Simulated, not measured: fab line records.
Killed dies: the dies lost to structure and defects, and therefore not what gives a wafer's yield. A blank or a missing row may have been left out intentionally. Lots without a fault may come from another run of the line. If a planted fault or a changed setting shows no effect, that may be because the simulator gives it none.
What tool caused it? -- flow n5Finfet -- Sampling: 24 lots, 72 wafers, 5 of 1938 route steps

== WHAT EACH GAUGE READ, for each wafer ==
N5_MOL_CONTACT_COAG_THK_MEAS_29. Usual: MD_CAP_THK gives 17.86 nm (standard deviation 0.075).
lot,measured,on,MD_CAP_THK (nm),flag
L074,day 5 01:15,filmMetro-01,17.86 17.91 17.86,
L075,day 5 11:55,filmMetro-01,17.78 17.78 17.86,
L076,day 5 14:17,filmMetro-01,17.95 17.95 17.93,
L077,day 5 18:02,filmMetro-02,17.94 17.96 17.86,
L078,day 6 00:19,filmMetro-01,17.71 17.91 17.84,
L079,day 6 06:21,filmMetro-01,17.81 17.96 17.88,
L081,day 7 04:17,filmMetro-02,17.85 17.84 17.83,
L080,day 7 09:25,filmMetro-02,18.07 17.95 17.90,
L082,day 7 09:37,filmMetro-02,17.87 17.85 17.83,
L083,day 7 13:28,filmMetro-01,17.87 17.86 17.76,
L084,day 7 17:40,filmMetro-01,17.89 17.98 17.85,
L085,day 7 22:34,filmMetro-02,17.81 17.81 17.81,
L086,day 8 02:00,filmMetro-01,17.82 17.75 17.73,
L087,day 8 06:43,filmMetro-01,17.84 17.82 17.73,
L088,day 8 13:11,filmMetro-01,17.72 17.87 17.83,
L089,day 8 17:35,filmMetro-01,17.90 17.96 17.83,
L090,day 9 01:53,filmMetro-01,17.78 17.81 17.88,
L091,day 9 11:04,filmMetro-02,17.89 17.72 17.89,
L092,day 9 13:36,filmMetro-02,17.80 17.82 17.71,
L093,day 9 18:38,filmMetro-01,17.93 17.89 17.99,
L095,day 10 05:39,filmMetro-02,17.81 17.83 17.75,
L094,day 10 06:05,filmMetro-02,17.99 17.81 17.88,
L096,day 10 14:08,filmMetro-02,17.85 17.91 17.88,
L097,day 10 19:16,filmMetro-01,17.77 17.81 17.92,

N5_MOL_CONTACT_COAG_CD_MEAS_137 targets a cd of 16 nm. Usual: 15.86 nm for cdNm, sd 0.29.
lot,measured,on,cdNm (nm),flag
L074,day 5 03:34,cdSem-01,16.06 15.71 15.93,
L075,day 5 14:06,cdSem-02,15.91 15.99 16.03,
L076,day 5 16:13,cdSem-01,15.26 15.87 15.82,
L077,day 5 19:51,cdSem-01,16.13 15.74 15.71,
L078,day 6 05:11,cdSem-01,15.63 15.84 15.98,
L079,day 6 09:02,cdSem-01,15.85 15.76 15.60,
L081,day 7 06:25,cdSem-03,15.98 16.53 16.24,
L080,day 7 11:58,cdSem-02,16.31 15.45 16.04,
L082,day 7 12:14,cdSem-03,15.66 15.84 15.83,
L083,day 7 15:17,cdSem-01,15.63 16.33 15.77,
L084,day 7 19:35,cdSem-03,15.42 15.32 16.10,
L085,day 8 00:22,cdSem-01,15.48 15.57 15.42,
L086,day 8 04:18,cdSem-02,15.66 15.62 15.89,
L087,day 8 08:45,cdSem-02,15.99 16.16 16.14,
L088,day 8 15:41,cdSem-03,16.32 16.14 15.89,
L089,day 8 19:31,cdSem-02,15.73 16.32 15.75,
L090,day 9 03:42,cdSem-02,15.35 15.82 15.39,
L091,day 9 12:54,cdSem-03,15.66 16.19 15.96,
L092,day 9 15:41,cdSem-03,15.18 16.26 15.60,
L093,day 9 20:36,cdSem-01,15.31 16.22 15.72,
L095,day 10 08:32,cdSem-03,15.80 16.36 15.66,
L094,day 10 08:41,cdSem-01,16.11 15.94 15.94,
L096,day 10 16:05,cdSem-02,16.07 15.75 15.43,
L097,day 10 21:34,cdSem-01,15.81 15.53 15.39,

N5_MOL_CONTACT_COAG_OVL_MEAS_41. Usual: VD_OVL gives -0.1 nm (standard deviation 0.63).
lot,measured,on,VD_OVL (nm),flag
L074,day 5 04:02,overlay-01,-1.0 -0.3 -0.1,
L075,day 5 14:31,overlay-01,-0.4 -0.7 -0.5,
L076,day 5 16:34,overlay-01,-0.1 0.4 0.6,
L077,day 5 20:12,overlay-01,0.4 -0.6 -0.7,
L078,day 6 05:32,overlay-01,0.1 0.8 0.2,
L079,day 6 09:23,overlay-01,-0.4 -0.8 0.2,
L081,day 7 06:55,overlay-02,-1.3 -0.1 -1.0,
L080,day 7 12:19,overlay-01,0.4 -0.8 -0.5,
L082,day 7 12:42,overlay-02,-0.2 0.6 -0.1,
L083,day 7 15:45,overlay-02,0.3 -0.6 0.5,
L084,day 7 20:04,overlay-01,-0.5 -0.5 -0.4,
L085,day 8 00:44,overlay-02,-0.8 -0.7 0.5,
L086,day 8 04:47,overlay-02,-0.4 -0.5 -0.2,
L087,day 8 09:06,overlay-02,-0.6 -0.3 0.2,
L088,day 8 16:10,overlay-01,-0.7 0.3 -0.4,
L089,day 8 19:53,overlay-02,0.0 0.2 0.4,
L090,day 9 04:10,overlay-02,-0.3 0.1 -0.2,
L091,day 9 13:22,overlay-01,0.7 0.8 0.8,
L092,day 9 16:02,overlay-01,-0.3 0.3 -0.2,
L093,day 9 21:05,overlay-01,0.2 0.2 0.8,
L095,day 10 09:01,overlay-02,-0.5 -1.2 -1.0,
L094,day 10 09:11,overlay-02,-1.0 0.9 0.0,
L096,day 10 16:26,overlay-02,0.7 -0.5 -0.2,
L097,day 10 22:03,overlay-02,-0.5 -0.4 -0.3,

== WHICH TOOL RAN EACH LOT (tool, then ch and the chambers of the sampled wafers, then the start) ==
lot,N5_MOL_CONTACT_COAG_ETCHBACK_135,N5_MOL_CONTACT_COAG_STRIP_119
L074,"rieDiel-01 ch 1,2, day 5 03:11","plasmaAsher-01 ch 0,1, day 5 03:25"
L075,"rieDiel-01 ch 2,3, day 5 13:44","plasmaAsher-01 ch 0,1, day 5 13:58"
L076,"rieDiel-03 ch 1,2,3, day 5 15:51","plasmaAsher-01 ch 0,1, day 5 16:04"
L077,"rieDiel-01 ch 0,3, day 5 19:29","plasmaAsher-02 ch 0,1, day 5 19:42"
L078,"rieDiel-01 ch 2,3, day 6 04:49","plasmaAsher-01 ch 0,1, day 6 05:02"
L079,"rieDiel-01 ch 1,2, day 6 08:40","plasmaAsher-02 ch 0,1, day 6 08:53"
L081,"rieDiel-04 ch 0,1,3, day 7 06:03","plasmaAsher-01 ch 0,1, day 7 06:17"
L080,"rieDiel-04 ch 0,1,2, day 7 11:32","plasmaAsher-01 ch 0,1, day 7 11:49"
L082,"rieDiel-04 ch 1,2,3, day 7 11:52","plasmaAsher-01 ch 0,1, day 7 12:05"
L083,"rieDiel-04 ch 0,1,2, day 7 14:55","plasmaAsher-01 ch 0,1, day 7 15:08"
L084,"rieDiel-01 ch 0,2,3, day 7 19:13","plasmaAsher-02 ch 0,1, day 7 19:26"
L085,"rieDiel-01 ch 0,1,3, day 8 00:00","plasmaAsher-01 ch 0,1, day 8 00:14"
L086,"rieDiel-04 ch 0,1,2, day 8 03:56","plasmaAsher-01 ch 0,1, day 8 04:10"
L087,"rieDiel-01 ch 1,3, day 8 08:23","plasmaAsher-02 ch 0,1, day 8 08:36"
L088,"rieDiel-04 ch 0,1,3, day 8 15:19","plasmaAsher-01 ch 0,1, day 8 15:33"
L089,"rieDiel-01 ch 1,2, day 8 19:09","plasmaAsher-02 ch 0,1, day 8 19:23"
L090,"rieDiel-04 ch 1,2, day 9 03:20","plasmaAsher-01 ch 0, day 9 03:33"
L091,"rieDiel-03 ch 1,2,3, day 9 12:30","plasmaAsher-01 ch 0,1, day 9 12:43"
L092,"rieDiel-04 ch 1,2, day 9 15:17","plasmaAsher-02 ch 0,1, day 9 15:31"
L093,"rieDiel-04 ch 0,2, day 9 20:14","plasmaAsher-02 ch 0,1, day 9 20:28"
L095,"rieDiel-03 ch 1,2,3, day 10 08:10","plasmaAsher-01 ch 0,1, day 10 08:23"
L094,"rieDiel-04 ch 0,1, day 10 08:19","plasmaAsher-02 ch 0, day 10 08:32"
L096,"rieDiel-03 ch 1,2,3, day 10 15:44","plasmaAsher-01 ch 0,1, day 10 15:57"
L097,"rieDiel-01 ch 0,3, day 10 21:12","plasmaAsher-02 ch 0,1, day 10 21:25"
- N5_MOL_CONTACT_COAG_ETCHBACK_135: etches SiO2 in CHF3, target depth 25 nm, time 16.7 s.
- N5_MOL_CONTACT_COAG_STRIP_119: strips in N2/H2, time 30 s.

== AS READ BY THE TOOLS THEMSELVES (means over the sampled wafers that have a number; for cases with no such wafer, the mark the record gives instead) ==
N5_MOL_CONTACT_COAG_ETCHBACK_135. Usual: CHF3_flow_sccm 50.01 sccm, standard deviation 0.14; drypumpMotorCurrentA 5.8 A, standard deviation 0.47; oesProductAu 0.77 a.u., standard deviation 0.088; rfVppV 523 V, standard deviation 5.5; showerheadPlenumPTorr 2.36 Torr, standard deviation 0.069; throttleValvePct 18.80 %, standard deviation 0.2.
lot,tool,CHF3_flow_sccm (sccm),drypumpMotorCurrentA (A),oesProductAu (a.u.),rfVppV (V),showerheadPlenumPTorr (Torr),throttleValvePct (%),flag
L074,rieDiel-01,49.89,5.6,0.82,517,2.40,18.79,
L075,rieDiel-01,49.97,5.6,0.79,525,2.38,18.82,
L076,rieDiel-03,50.00,5.9,0.79,524,2.44,18.66,
L077,rieDiel-01,49.94,5.8,0.82,524,2.35,18.71,
L078,rieDiel-01,50.02,5.6,0.77,525,2.38,18.83,
L079,rieDiel-01,50.03,5.6,0.81,516,2.40,18.81,
L081,rieDiel-04,50.08,6.0,0.74,525,2.38,18.86,
L080,rieDiel-04,50.01,5.8,0.73,525,2.31,19.00,
L082,rieDiel-04,50.12,5.8,0.73,523,2.37,18.88,
L083,rieDiel-04,50.04,5.7,0.72,527,2.31,18.99,
L084,rieDiel-01,49.96,5.7,0.82,520,2.36,18.75,
L085,rieDiel-01,50.03,6.1,0.86,520,2.34,18.59,
L086,rieDiel-04,49.96,5.7,0.73,526,2.31,19.00,
L087,rieDiel-01,50.10,6.0,0.80,526,2.35,18.68,
L088,rieDiel-04,50.11,6.0,0.74,525,2.37,18.89,
L089,rieDiel-01,50.08,6.1,0.93,517,2.36,18.52,
L090,rieDiel-04,50.19,5.6,0.72,524,2.31,19.03,
L091,rieDiel-03,49.97,5.9,0.76,525,2.43,18.69,
L092,rieDiel-04,50.05,5.6,0.71,524,2.31,19.04,
L093,rieDiel-04,49.98,5.5,0.69,526,2.26,19.00,
L095,rieDiel-03,50.09,5.9,0.74,524,2.43,18.71,
L094,rieDiel-04,49.87,5.9,0.73,528,2.31,19.02,
L096,rieDiel-03,49.97,5.9,0.75,524,2.43,18.71,
L097,rieDiel-01,49.98,5.9,0.76,524,2.34,18.79,

N5_MOL_CONTACT_COAG_STRIP_119. Usual: drypumpMotorCurrentA 5.7 A, standard deviation 0.5; heaterPowerW 323 W, standard deviation 43.
lot,tool,drypumpMotorCurrentA (A),heaterPowerW (W),flag
L074,plasmaAsher-01,5.7,291,
L075,plasmaAsher-01,5.3,315,
L076,plasmaAsher-01,5.7,291,
L077,plasmaAsher-02,5.9,362,
L078,plasmaAsher-01,5.3,314,
L079,plasmaAsher-02,5.9,360,
L081,plasmaAsher-01,5.3,320,
L080,plasmaAsher-01,5.3,314,
L082,plasmaAsher-01,5.3,323,
L083,plasmaAsher-01,5.7,291,
L084,plasmaAsher-02,5.9,361,
L085,plasmaAsher-01,5.7,294,
L086,plasmaAsher-01,5.3,322,
L087,plasmaAsher-02,5.9,372,
L088,plasmaAsher-01,5.3,325,
L089,plasmaAsher-02,5.9,337,
L090,plasmaAsher-01,6.1,272,
L091,plasmaAsher-01,5.3,319,
L092,plasmaAsher-02,5.9,367,
L093,plasmaAsher-02,5.9,356,
L095,plasmaAsher-01,5.3,313,
L094,plasmaAsher-02,6.0,391,
L096,plasmaAsher-01,5.3,319,
L097,plasmaAsher-02,5.9,340,

== THE ANSWER, worked out from the rows above alone ==
Rule: a lot counts as off when the mean over its wafers that have a number is more than 3 standard deviations away from the usual mean. Also off: a lot with no number at a reading for which 4 or more lots have one. The other lots that the step has rows for count as sound. Order of review: gauges by route order, followed by the tools' own readings, for which a lot's mean as printed above is used. At the first step where some lot is off, the reading lying furthest off is the one used; lots without a number count as furthest.
None of the lots is off at any reading shown; this tells nothing.

== WHAT HAD BEEN PUT IN BY THE SIMULATOR ==
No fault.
